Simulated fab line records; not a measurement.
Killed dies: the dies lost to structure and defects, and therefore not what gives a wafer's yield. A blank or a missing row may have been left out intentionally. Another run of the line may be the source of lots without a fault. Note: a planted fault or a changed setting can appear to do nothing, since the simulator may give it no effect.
fab line records	flow nand_harc
record: lots: 7	wafers: 20	last_day: 24
route steps=1159 shown A_STAIRCASE@608 END@1159
lots that met no fault: taken from a fault-free run of the same line
start_h: the number of hours between the record's first day and the start of the first shown wafer of the lot	wait_h: hours since the lot's step before	" identical to the entry in the row above	L1.1+2: several wafers, shown together as one row	- no value, or no start given	* or withheld: withheld	< > ~ a bound
route shown NAME@n: NAME is a module with steps in the file, n the number in the route of the first one	usual: mean/standard deviation taken from wafers without a fault	same: alike in all rows	chamber/n: place in a boat	sites: readings site by site	_std_site: their standard deviation	_edge_site: outer sites' mean less inner sites'	radius_mm: for every site, how far away it sits from the centre of the wafer	mask NAME#n: copy n	behind: the tool/chamber that last shaped the wafer	hold: why the lot went on hold/how many hours it stayed there/how the hold came to an end	device: the n, p or np transistor that did not switch	end of line: the tests these same wafers got at the end of their route	for a step that has no rows: nothing shown but its recipe	killed: at the first sort, the dies lost to defects and structure; wafer yield is something else	map: a wafer's dies, x killed, . not, _ none there
set.NAME: the setting that was run; set.NAME@STEP: the one run at that earlier step	model.NAME: the simulator's own value behind a step, which no gauge read
lots at selected steps of the route; one table per step, one row per wafer
services: when a tool's chamber went out of use (start_h, in hours from the record's first day, below 0 if earlier), for how many hours, and the reason
== steps ==
step: NHARC_A_STAIRCASE_EXPOSE_214
recipe: na: 0.5	dose_mj: 31.26	mask_id: STAIR_3
step: NHARC_A_STAIRCASE_PEB_215
recipe: peb_temp_c: 115	peb_time_s: 130
step: NHARC_A_STAIRCASE_DEVELOP_216
recipe: time_s: 140
step: NHARC_A_STAIRCASE_HARDBAKE_218
recipe: temp_c: 120	time_s: 140
step: NHARC_A_STAIRCASE_DESCUM_219
recipe: time_s: 3	o2_flow_sccm: 200	ar_flow_sccm: 0	bias_power_w: 0	chemistry: O2
step: NHARC_A_STAIRCASE_TRIM_220
recipe: time_s: 211.2	o2_flow_sccm: 500	ar_flow_sccm: 0	bias_w: 0	chemistry: O2
usual: drypump_motor_current_A: 5.9/0.36	oes_product_au: 0.999/0.0071	rf_vpp_V: 57.9/0.94	run_length_s: 232.6/0.48	showerhead_plenum_p_Torr: 3.55/0.15	throttle_valve_pct: 17.037/0.0088
lot.wafer	tool	chamber	start_h	wait_h	drypump_motor_current_A	oes_product_au	rf_hours_counter_h	rf_vpp_V	run_length_s	showerhead_plenum_p_Torr	throttle_valve_pct
L812.4	rie_diel-12	3	260.84	0.1	5.5	0.994	17	59.2	233.1	3.68	17.022
L812.3	"	1	"	"	5.9	1.007	17	57.8	231.8	3.77	17.028
L812.5	"	3	"	"	5.5	0.998	-	57.8	233.4	3.68	17.042
L814.4	rie_diel-05	1	271.24	0.1	5.9	1.004	35	58.4	232.3	3.53	17.029
L814.6	"	0	"	"	5.8	0.997	-	57.3	231.9	3.59	17.051
L814.5	"	1	"	"	5.9	1.016	-	57.7	232.3	3.53	17.021
L824.1	rie_diel-12	3	322.51	0.1	5.5	0.990	41	58.1	233.3	3.66	17.037
L824.3	"	1	"	"	5.9	1.003	37	58.3	231.8	3.75	17.039
L824.2	"	2	"	"	5.8	0.993	39	58.0	231.8	3.56	17.038
L829.2	rie_diel-05	1	358.61	0.1	5.9	0.998	4	57.8	232.5	3.51	17.051
L829.1	"	2	"	"	6.2	0.985	5	58.0	232.3	3.69	17.023
L833.3	rie_diel-02	0	381.71	1.5	5.7	1.007	19	57.5	233.2	3.31	17.045
L833.6	"	2	"	"	5.3	0.998	-	57.5	232.9	3.46	17.043
L833.5	"	3	"	"	6.4	0.993	-	58.5	232.6	3.30	17.044
L832.1	rie_diel-05	3	385.99	0.1	6.6	0.997	15	58.2	232.8	3.50	17.025
L832.4	"	2	"	"	6.2	0.999	10	58.5	232.4	3.68	17.034
L832.5	"	3	"	"	6.6	1.003	-	57.7	232.5	3.50	17.045
L831.4	rie_diel-05	3	386.15	0.2	6.6	0.994	15	58.9	232.5	3.50	17.035
L831.3	"	0	"	"	5.8	0.996	14	58.8	232.0	3.57	17.034
L831.6	"	1	"	"	5.9	1.000	-	56.8	232.3	3.51	17.054
step: NHARC_A_STAIRCASE_ETCH_221
recipe: target_depth_a: 1000	time_s: 40.5	ion_energy_ev: 400	c4f8_flow_sccm: 20	o2_flow_sccm: 10	ar_flow_sccm: withheld	rf_w: 600	bias_w: 1000	chemistry: C4F8/O2
usual: oes_product_au: 0.936/0.014	rf_vpp_V: 897/5.9
lot.wafer	tool	chamber	start_h	wait_h	oes_product_au	rf_hours_counter_h	rf_vpp_V
L812.3	rie_diel-12	1	-	-	0.925	17	903
L812.4	"	3	"	"	0.926	18	903
L812.5	"	1	"	"	0.928	-	904
L814.4	rie_diel-05	0	-	-	0.922	35	897
L814.5	"	2	"	"	0.925	-	903
L814.6	"	3	"	"	0.931	-	896
L824.3	rie_diel-12	0	-	-	0.940	40	905
L824.2	"	2	"	"	0.962	39	896
L824.1	"	3	"	"	0.954	41	902
L829.2	rie_diel-05	1	-	-	0.961	4	894
L829.1	"	3	"	"	0.955	5	895
L833.3	rie_diel-02	1	-	-	0.951	16	889
L833.6	"	3	"	"	0.940	-	886
L833.5	"	0	"	"	0.947	-	889
L832.4	rie_diel-05	2	-	-	0.928	10	901
L832.1	"	0	"	"	0.928	14	897
L832.5	"	2	"	"	0.933	-	902
L831.3	rie_diel-05	1	-	-	0.936	13	895
L831.4	"	3	"	"	0.936	15	894
L831.6	"	1	"	"	0.937	-	897
step: NHARC_A_STAIRCASE_TRIM_222
recipe: time_s: 211.2	o2_flow_sccm: 500	ar_flow_sccm: 0	bias_w: 0	chemistry: O2
usual: drypump_motor_current_A: 5.9/0.37	oes_product_au: 0.998/0.0074	rf_vpp_V: 57.7/0.92	run_length_s: 232.6/0.47	showerhead_plenum_p_Torr: 3.55/0.16	throttle_valve_pct: 17.038/0.0092
lot.wafer	tool	chamber	start_h	wait_h	drypump_motor_current_A	oes_product_au	rf_hours_counter_h	rf_vpp_V	run_length_s	showerhead_plenum_p_Torr	throttle_valve_pct
L812.3	rie_diel-12	0	-	-	5.7	1.008	17	58.0	232.8	3.80	17.046
L812.4	"	1	"	"	5.9	1.002	17	58.4	232.1	3.77	17.038
L812.5	"	3	"	"	5.5	0.998	-	57.7	233.2	3.68	17.040
L814.4	rie_diel-05	3	-	-	6.7	1.000	31	58.7	232.6	3.52	17.025
L814.5	"	3	"	"	6.7	1.010	-	56.7	232.3	3.52	17.040
L814.6	"	0	"	"	5.8	1.007	-	58.5	232.2	3.59	17.035
L824.3	rie_diel-12	2	-	-	5.8	1.000	39	57.2	231.6	3.56	17.049
L824.1	"	0	"	"	5.8	0.991	40	58.9	232.7	3.78	17.052
L824.2	"	1	"	"	5.9	0.994	37	58.8	232.2	3.75	17.027
L829.2	rie_diel-05	2	-	-	6.1	0.997	5	58.0	232.5	3.69	17.037
L829.1	"	3	"	"	6.7	1.003	5	57.2	232.2	3.50	17.044
L833.3	rie_diel-02	0	-	-	5.7	1.019	19	57.4	232.9	3.31	17.027
L833.6	"	0	"	"	5.7	1.010	-	56.0	232.8	3.31	17.045
L833.5	"	1	"	"	6.3	0.995	-	58.1	233.4	3.30	17.034
L832.1	rie_diel-05	3	-	-	6.7	0.991	15	58.6	232.4	3.50	17.045
L832.4	"	0	"	"	5.8	0.994	14	57.0	232.0	3.57	17.031
L832.5	"	3	"	"	6.7	1.008	-	56.2	232.2	3.50	17.042
L831.4	rie_diel-05	2	-	-	6.1	1.006	10	58.5	233.0	3.68	17.044
L831.3	"	0	"	"	5.8	1.002	14	59.0	231.8	3.57	17.040
L831.6	"	1	"	"	5.9	1.014	-	56.7	232.3	3.51	17.040
step: NHARC_A_STAIRCASE_ETCH_223
recipe: target_depth_a: 1000	time_s: 40.5	ion_energy_ev: 400	c4f8_flow_sccm: 20	o2_flow_sccm: 10	ar_flow_sccm: withheld	rf_w: 600	bias_w: 1000	chemistry: C4F8/O2
usual: oes_product_au: 0.939/0.012	rf_vpp_V: 897/5.9
lot.wafer	tool	chamber	start_h	wait_h	oes_product_au	rf_hours_counter_h	rf_vpp_V
L812.4	rie_diel-12	0	-	-	0.916	17	906
L812.3	"	2	"	"	0.938	18	896
L812.5	"	0	"	"	0.914	-	906
L814.4	rie_diel-05	2	-	-	0.943	38	903
L814.6	"	0	"	"	0.930	-	898
L814.5	"	1	"	"	0.948	-	896
L824.3	rie_diel-12	0	-	-	0.948	40	905
L824.2	"	2	"	"	0.949	39	897
L824.1	"	3	"	"	0.950	41	901
L829.1	rie_diel-05	2	-	-	0.965	5	902
L829.2	"	3	"	"	0.946	5	893
L833.3	rie_diel-02	1	-	-	0.942	16	887
L833.5	"	2	"	"	0.938	-	894
L833.6	"	3	"	"	0.948	-	887
L832.1	rie_diel-05	3	-	-	0.928	16	894
L832.4	"	0	"	"	0.930	14	897
L832.5	"	2	"	"	0.935	-	901
L831.4	rie_diel-05	2	-	-	0.944	11	901
L831.3	"	1	"	"	0.942	13	896
L831.6	"	3	"	"	0.941	-	895
step: NHARC_A_STAIRCASE_TRIM_224
recipe: time_s: 211.2	o2_flow_sccm: 500	ar_flow_sccm: 0	bias_w: 0	chemistry: O2
usual: drypump_motor_current_A: 5.9/0.38	oes_product_au: 1.000/0.007	rf_vpp_V: 57.8/1.1	run_length_s: 232.6/0.49	showerhead_plenum_p_Torr: 3.54/0.15	throttle_valve_pct: 17.037/0.009
lot.wafer	tool	chamber	start_h	wait_h	drypump_motor_current_A	oes_product_au	rf_hours_counter_h	rf_vpp_V	run_length_s	showerhead_plenum_p_Torr	throttle_valve_pct
L812.4	rie_diel-12	2	-	-	5.8	1.004	18	58.5	231.9	3.57	17.025
L812.3	"	3	"	"	5.5	1.003	18	58.2	233.3	3.68	17.047
L812.5	"	2	"	"	5.8	1.000	-	57.2	232.1	3.57	17.033
L814.4	rie_diel-05	3	-	-	6.6	1.004	31	59.4	232.2	3.52	17.034
L814.6	"	2	"	"	6.2	1.000	-	58.3	232.5	3.70	17.024
L814.5	"	3	"	"	6.6	1.008	-	56.2	232.3	3.52	17.050
L824.1	rie_diel-12	1	-	-	5.9	1.006	37	59.9	232.2	3.75	17.041
L824.2	"	3	"	"	5.5	1.007	41	58.0	233.1	3.66	17.032
L824.3	"	0	"	"	5.8	0.999	40	59.3	233.0	3.78	17.035
L829.1	rie_diel-05	3	-	-	6.7	1.011	5	57.3	232.6	3.50	17.037
L829.2	"	1	"	"	5.9	1.016	4	56.8	232.3	3.51	17.050
L833.3	rie_diel-02	2	-	-	5.3	0.991	18	57.8	233.1	3.46	17.020
L833.5	"	1	"	"	6.3	1.005	-	56.1	233.4	3.30	17.032
L833.6	"	2	"	"	5.3	0.989	-	57.3	232.8	3.46	17.040
L832.1	rie_diel-05	1	-	-	5.9	1.008	13	57.7	232.6	3.51	17.037
L832.4	"	2	"	"	6.1	1.010	11	58.0	232.4	3.68	17.042
L832.5	"	3	"	"	6.7	1.003	-	57.6	232.2	3.50	17.031
L831.3	rie_diel-05	0	-	-	5.8	0.991	14	57.9	232.4	3.57	17.050
L831.4	"	2	"	"	6.2	1.002	11	57.4	232.6	3.68	17.039
L831.6	"	3	"	"	6.7	1.010	-	57.5	232.7	3.50	17.023
step: NHARC_A_STAIRCASE_ETCH_225
recipe: target_depth_a: 1000	time_s: 40.5	ion_energy_ev: 400	c4f8_flow_sccm: 20	o2_flow_sccm: 10	ar_flow_sccm: withheld	rf_w: 600	bias_w: 1000	chemistry: C4F8/O2
step: NHARC_A_STAIRCASE_TRIM_226
recipe: time_s: 211.2	o2_flow_sccm: 500	ar_flow_sccm: 0	bias_w: 0	chemistry: O2
usual: drypump_motor_current_A: 5.9/0.38	oes_product_au: 0.997/0.0076	rf_vpp_V: 57.9/0.89	run_length_s: 232.7/0.5	showerhead_plenum_p_Torr: 3.56/0.16	throttle_valve_pct: 17.036/0.0097
lot.wafer	tool	chamber	start_h	wait_h	drypump_motor_current_A	oes_product_au	rf_hours_counter_h	rf_vpp_V	run_length_s	showerhead_plenum_p_Torr	throttle_valve_pct
L812.4	rie_diel-12	3	261.63	-	5.5	0.991	18	59.0	233.6	3.68	17.046
L812.3	"	1	"	"	5.9	1.000	18	57.5	231.9	3.77	17.035
L812.5	"	3	"	"	5.5	0.995	-	59.8	233.4	3.68	17.037
L814.4	rie_diel-05	3	271.95	-	6.7	0.996	31	57.5	232.3	3.52	17.051
L814.6	"	1	"	"	5.9	0.996	-	58.3	232.7	3.53	17.026
L814.5	"	2	"	"	6.2	1.003	-	58.9	232.3	3.71	17.028
L824.1	rie_diel-12	1	323.21	-	5.9	0.994	38	59.0	231.8	3.75	17.036
L824.2	"	2	"	"	5.8	1.003	39	57.0	232.3	3.56	17.027
L824.3	"	3	"	"	5.5	0.995	41	59.0	233.1	3.66	17.030
L829.1	rie_diel-05	0	359.33	-	5.8	1.006	4	59.9	149.8	3.57	17.043
L829.2	"	2	"	"	6.2	0.990	5	57.9	232.4	3.69	17.034
L833.3	rie_diel-02	3	382.41	-	6.4	0.985	19	57.0	232.6	3.30	17.039
L833.6	"	1	"	"	6.3	1.005	-	57.5	233.0	3.30	17.049
L833.5	"	2	"	"	5.3	0.991	-	58.3	233.4	3.46	17.028
L832.4	rie_diel-05	3	386.84	-	6.7	1.007	16	57.7	232.8	3.50	17.036
L832.1	"	1	"	"	5.9	1.003	13	57.6	150.2	3.51	17.047
L832.5	"	3	"	"	6.7	0.997	-	57.8	232.3	3.50	17.033
L831.3	rie_diel-05	0	386.95	-	5.8	0.995	15	58.6	150.1	3.57	17.048
L831.4	"	1	"	"	6.0	0.998	13	57.0	232.6	3.51	17.054
L831.6	"	3	"	"	6.6	1.009	-	58.3	232.6	3.50	17.042
step: NHARC_A_STAIRCASE_ETCH_227
recipe: target_depth_a: 1000	time_s: 40.5	ion_energy_ev: 400	c4f8_flow_sccm: 20	o2_flow_sccm: 10	ar_flow_sccm: withheld	rf_w: 600	bias_w: 1000	chemistry: C4F8/O2
step: NHARC_END_SORT_01
recipe: temp_c: 25
usual: killed_at_array: 29/12	killed_at_other: 0.7/1	killed_at_periphery: 4/3.2	killed_dies: 34/12	killed_open: 3.4/2	killed_short: 1.8/1.3
same: gross_dies: 677
lot.wafer	tool	chamber	start_h	wait_h	killed_at_array	killed_at_other	killed_at_periphery	killed_dies	killed_open	killed_short
L812.3	prober-02	0	470.24	3.1	15	0	2	17	1	2
L812.4	prober-02	0	471.03	3.3	23	1	0	24	5	1
L812.5	prober-02	0	471.82	3.6	16	1	1	18	1	1
L814.4	prober-01	0	476.00	3.4	29	2	4	35	2	1
L814.5	prober-01	0	476.81	3.7	30	2	5	37	6	4
L814.6	prober-01	0	477.61	4.0	27	2	2	31	3	1
L824.1	prober-01	0	505.07	2.5	27	1	1	29	3	3
L824.2	prober-01	0	505.86	2.8	29	1	2	32	5	3
L824.3	prober-01	0	506.64	3.1	31	2	2	35	3	1
L829.1	prober-02	0	573.93	2.5	673	2	1	676	6	3
L829.2	prober-02	0	574.73	2.8	38	1	2	41	4	0
L832.1	prober-01	0	575.09	2.5	665	1	1	667	2	2
L833.3	prober-02	0	583.34	3.1	43	0	2	45	5	0
L833.5	prober-02	0	584.94	3.7	46	0	2	48	1	2
L833.6	prober-02	0	585.74	4.0	48	0	1	49	3	4
L831.3	prober-01	0	584.39	3.1	669	1	2	672	3	2
killed by level:class
L812.3 A_CHANNEL_HOLE_D1:chamber_film_flake=10 A_CONTACT:chamber_film_flake=2 P_M2:geometric_particle:short=1 A_WL_FILL:geometric_particle:short=1 A_BLC:geometric_particle:open=1 P_GATE:chamber_film_flake=1 A_SLIT:chamber_film_flake=1
L812.4 A_CHANNEL_HOLE_D1:chamber_film_flake=8 A_STAIRCASE:chamber_film_flake=4 A_M0:chamber_film_flake=3 A_CONTACT:geometric_particle:open=2 A_CONTACT:chamber_film_flake=2 A_CHANNEL_FILL_D1:geometric_particle:open=1 A_SGD_CUT:geometric_particle:open=1 A_WL_FILL:geometric_particle:short=1
L812.5 A_CHANNEL_HOLE_D1:chamber_film_flake=9 A_CONTACT:chamber_film_flake=4 A_WL_FILL:geometric_particle:open=1 A_M1:geometric_particle:short=1 P_BONDPAD:chamber_film_flake=1 A_STAIRCASE:chamber_film_flake=1 HYBRID_BOND:latent=1
L814.4 A_CHANNEL_HOLE_D1:chamber_film_flake=13 A_SLIT:chamber_film_flake=9 A_CONTACT:chamber_film_flake=3 P_STI:chamber_film_flake=2 THIN_TSV:chamber_film_flake=2 P_M0:geometric_particle:open=1 A_WL_FILL:geometric_particle:short=1 A_CONTACT:geometric_particle:open=1
L814.5 A_CHANNEL_HOLE_D1:chamber_film_flake=8 A_STAIRCASE:chamber_film_flake=5 A_SLIT:chamber_film_flake=5 A_CONTACT:chamber_film_flake=3 A_M0:geometric_particle:short=2 THIN_TSV:chamber_film_flake=2 P_CONTACT:geometric_particle:open=1 P_M1:geometric_particle:open=1
L814.6 A_SLIT:chamber_film_flake=12 A_CHANNEL_HOLE_D1:chamber_film_flake=7 A_ONON_D1:geometric_particle:open=2 A_STAIRCASE:chamber_film_flake=2 A_WL_FILL:chamber_film_flake=2 THIN_TSV:chamber_film_flake=2 P_STI:geometric_particle:open=1 A_CONTACT:geometric_particle:short=1
L824.1 A_SLIT:chamber_film_flake=13 A_STAIRCASE:chamber_film_flake=5 A_CHANNEL_HOLE_D1:chamber_film_flake=3 P_CONTACT:geometric_particle:open=1 A_ONON_D1:geometric_particle:short=1 A_ONON_D1:geometric_particle:open=1 A_CHANNEL_HOLE_D1:geometric_particle:short=1 A_WL_FILL:geometric_particle:short=1
L824.2 A_SLIT:chamber_film_flake=15 A_CHANNEL_HOLE_D1:chamber_film_flake=3 A_WL_FILL:geometric_particle:open=2 A_STAIRCASE:chamber_film_flake=2 A_CONTACT:chamber_film_flake=2 P_STI:geometric_particle:short=1 P_CONTACT:geometric_particle:open=1 A_CHANNEL_FILL_D1:geometric_particle:short=1
L824.3 A_SLIT:chamber_film_flake=17 A_CHANNEL_HOLE_D1:chamber_film_flake=5 A_CONTACT:chamber_film_flake=4 A_STAIRCASE:chamber_film_flake=2 P_GATE:geometric_particle:open=1 A_ONON_D1:geometric_particle:short=1 A_CONTACT:geometric_particle:open=1 A_BLC:geometric_particle:open=1
L829.1 A_STAIRCASE:area_trim=629 A_CHANNEL_HOLE_D1:chamber_film_flake=16 A_SLIT:chamber_film_flake=12 A_STAIRCASE:chamber_film_flake=5 A_ONON_D1:geometric_particle:short=2 A_SGD_CUT:geometric_particle:open=2 A_CONTACT:geometric_particle:open=2 A_CONTACT:chamber_film_flake=2
L829.2 A_SLIT:chamber_film_flake=15 A_CHANNEL_HOLE_D1:chamber_film_flake=13 A_STAIRCASE:chamber_film_flake=6 P_M0:geometric_particle:open=2 A_SGD_CUT:geometric_particle:open=1 A_CONTACT:geometric_particle:open=1 A_WL_FILL:chamber_film_flake=1 A_CONTACT:chamber_film_flake=1
L832.1 A_STAIRCASE:area_trim=629 A_SLIT:chamber_film_flake=16 A_CHANNEL_HOLE_D1:chamber_film_flake=6 A_CONTACT:chamber_film_flake=6 A_CHANNEL_FILL_D1:geometric_particle:short=2 A_M1:chamber_film_flake=2 A_ONON_D1:geometric_particle:open=1 A_CHANNEL_FILL_D1:geometric_particle:open=1
L833.3 A_SLIT:chamber_film_flake=18 A_CHANNEL_HOLE_D1:chamber_film_flake=12 A_CONTACT:geometric_particle:open=3 A_STAIRCASE:chamber_film_flake=3 A_CONTACT:chamber_film_flake=3 A_SOURCE_PLATE:geometric_particle:open=1 A_WL_FILL:geometric_particle:open=1 P_ZERO_WELL:chamber_film_flake=1
L831.3 A_STAIRCASE:area_trim=641 A_CHANNEL_HOLE_D1:chamber_film_flake=12 A_CONTACT:chamber_film_flake=8 A_CHANNEL_FILL_D1:chamber_film_flake=3 A_M0:geometric_particle:open=2 A_ONON_D1:geometric_particle:short=1 A_SGD_CUT:geometric_particle:open=1 P_STI:chamber_film_flake=1
L833.5 A_SLIT:chamber_film_flake=20 A_STAIRCASE:chamber_film_flake=9 A_CHANNEL_HOLE_D1:chamber_film_flake=8 A_WL_FILL:chamber_film_flake=2 A_CONTACT:chamber_film_flake=2 A_M1:chamber_film_flake=2 P_GATE:geometric_particle:open=1 A_ONON_D1:geometric_particle:short=1
L833.6 A_SLIT:chamber_film_flake=24 A_STAIRCASE:chamber_film_flake=4 A_WL_FILL:chamber_film_flake=3 A_CONTACT:chamber_film_flake=3 A_M1:chamber_film_flake=3 A_WL_FILL:geometric_particle:short=2 A_CHANNEL_HOLE_D1:chamber_film_flake=2 A_ONON_D1:geometric_particle:open=1
map L829.1 (x killed, . not)
____________x____________
_________xxxxxxx_________
_______xxxxxxxxxxx_______
______xxxxxxxxxxxxx______
_____xxxxxxxxxxxxxxx_____
____xxxxxxxxxxxxxxxxx____
____xxxxxxxxxxxxxxxxx____
___xxxxxxxxxxxxxxxxxxx___
___xxxxxxxxxxxxxxxxxxx___
__xxxxxxxxxxxxxxxxxxxxx__
__xxxxxxxxxxxxxxxxxxxxx__
_xxxxxxxxxxxxxxxxxxxxxxx_
_xxxxxxxxxxxxxxxxxxxxxxx_
_xxxxxxxxxxxxxxxxxxxxxxx_
_xxxxxxxxxxxxxxxxxxxxxxx_
_xxxxxxxxxxxxxxxxxxxxxxx_
xxxxxxxxxxxxxxxxxxxxxxxxx
xxxxxxxxxxxxxxxxxxxxxxxxx
xxxxxxxxxxxxxxxxxxxxxxxxx
xxxxxxxxxxxxxxxxxxxxxxxxx
xxxxxxxxxxxxxxxxxxxxxxxxx
_xxxxxxxxxxxxxxxxxxxxxxx_
_xxxxxxxxxxxxxxxxxxxxxxx_
_xxxxxxxxxxxxxxxxxxxxxxx_
_xxxxxxxxxxxxxxxxxxxxxxx_
_xxxxxxxxxxxxxxxxxxxxxxx_
__xxxxxxxxxxxxxxxxxxxxx__
__xxxxxxxxxxxxxxxxxxxxx__
___xxxxxxxxxxxxxxxxxxx___
___xxxxxx.xxxxxxxxxxxx___
____xxxxxxxxxxxxxxxxx____
____xxxxxxxxxxxxxxxxx____
_____xxxxxxxxxxxxxxx_____
______xxxxxxxxxxxxx______
_______xxxxxxxxxxx_______
_________xxxxxxx_________
____________x____________
map L831.3 (x killed, . not)
____________x____________
_________xxxxxxx_________
_______xxxxxxxxxxx_______
______xxxxxxxxxxxxx______
_____xxxxxxxxxxxxxxx_____
____xxxxxxxxxxxxxxxxx____
____xxxxxxxxxxxxxxxxx____
___xxxxxxxxxxxxxxxxxxx___
___xxxxxxxxxxxxxxxxxxx___
__xxxxxxxxxxxxxxxxxxxxx__
__xxxxxxxxxxxxxxxxxxxxx__
_xxxxxxxxxxxxxxxxxxxxxxx_
_xxxxxxxxxxxxxxxxxxxxxxx_
_xxxxxxxxxxxx.xxxxxxxxxx_
_xxxxxxxxxxxxxxxxxxxxxxx_
_xxxxxxxxxxxxxxxxxxxxxxx_
xxxxxxxxxxxxxxxxxxxxxxxxx
xxxxxxxxxxxxxxxxxxxxxxxxx
xxxxxxxxxxxxxxxxxxxxxxxxx
xxxxxxxxx.xxxxxxxxxxxxxxx
xxxxxx.xxxxxxxxxxxxxxxxxx
_xxxxxxxxxxxxxxxxxxxxxxx_
_xxxxxxxxxxxx.xxxxxxxxxx_
_xxxxxxxxxxxxxxxxxxxxxx._
_xxxxxxxxxxxxxxxxxxxxxxx_
_xxxxxxxxxxxxxxxxxxxxxxx_
__xxxxxxxxxxxxxxxxxxxxx__
__xxxxxxxxxxxxxxxxxxxxx__
___xxxxxxxxxxxxxxxxxxx___
___xxxxxxxxxxxxxxxxxxx___
____xxxxxxxxxxxxxxxxx____
____xxxxxxxxxxxxxxxxx____
_____xxxxxxxxxxxxxxx_____
______xxxxxxxxxxxxx______
_______xxxxxxxxxxx_______
_________xxxxxxx_________
____________x____________
== services ==
tool	chamber	start_h	hours	kind
rie_diel-05	0	246.18	-	clean
rie_diel-05	1	246.18	-	clean
rie_diel-05	2	246.18	-	clean
rie_diel-05	3	246.18	-	clean
rie_diel-02	2	269.84	3.8	repair
rie_diel-05	0	270.68	-	clean
rie_diel-05	1	270.68	-	clean
rie_diel-05	2	270.68	-	clean
rie_diel-05	3	270.68	-	clean
rie_diel-02	1	290.03	6.3	repair
rie_diel-05	0	295.23	-	clean
rie_diel-05	1	295.23	-	clean
rie_diel-05	2	295.23	-	clean
rie_diel-05	3	295.23	-	clean
rie_diel-05	0	319.75	-	clean
rie_diel-05	1	319.75	-	clean
rie_diel-05	2	319.75	-	clean
rie_diel-05	3	319.75	-	clean
rie_diel-02	-	328.07	9.0	pm
rie_diel-12	2	339.80	17.4	repair
rie_diel-05	-	340.66	9.0	pm
rie_diel-05	0	340.66	9.0	vent_cycle
rie_diel-05	1	340.66	9.0	vent_cycle
rie_diel-05	2	360.06	14.7	repair
== key ==
first_sign: step: NHARC_A_STAIRCASE_TRIM_226	reading: run_length_s	direction: down	sigmas: 99+	usual: *	struck: *
effect: step: NHARC_END_SORT_01	reading: killed_dies	direction: up	sigmas: 54	usual: 34	struck: 672
more_kills_born_at: NHARC_A_STAIRCASE_TRIM_226@rie_diel-05: 1899
met_at NHARC_A_STAIRCASE_TRIM_226
struck_wafers L829.1,L831.3,L832.1
later_rows_left_out L829.1,L831.3,L832.1
tester_left_out L829,L831,L832
onset_between 271.95 359.33
fault: kind: process_parameter_drift	tool: rie_diel-05	chamber: -	onset_h: 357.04	steps: NHARC_A_STAIRCASE_TRIM_226	channel: time_s	offset: *	shape: step	end_h: 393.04	scope: struck_wafers_only	acts_in: *	stated: *
tester_left_out: of these lots the tester's yield and bins aren't shown, on N5 and GAA mostly nor the transistor test; their killed dies are dies lost to structure and defects alone, not to doping, threshold or leakage, so they don't give the yield
later_rows_left_out: the simulator's readings of these wafers behind a module that went badly wrong aren't trusted and aren't shown, but for the sort
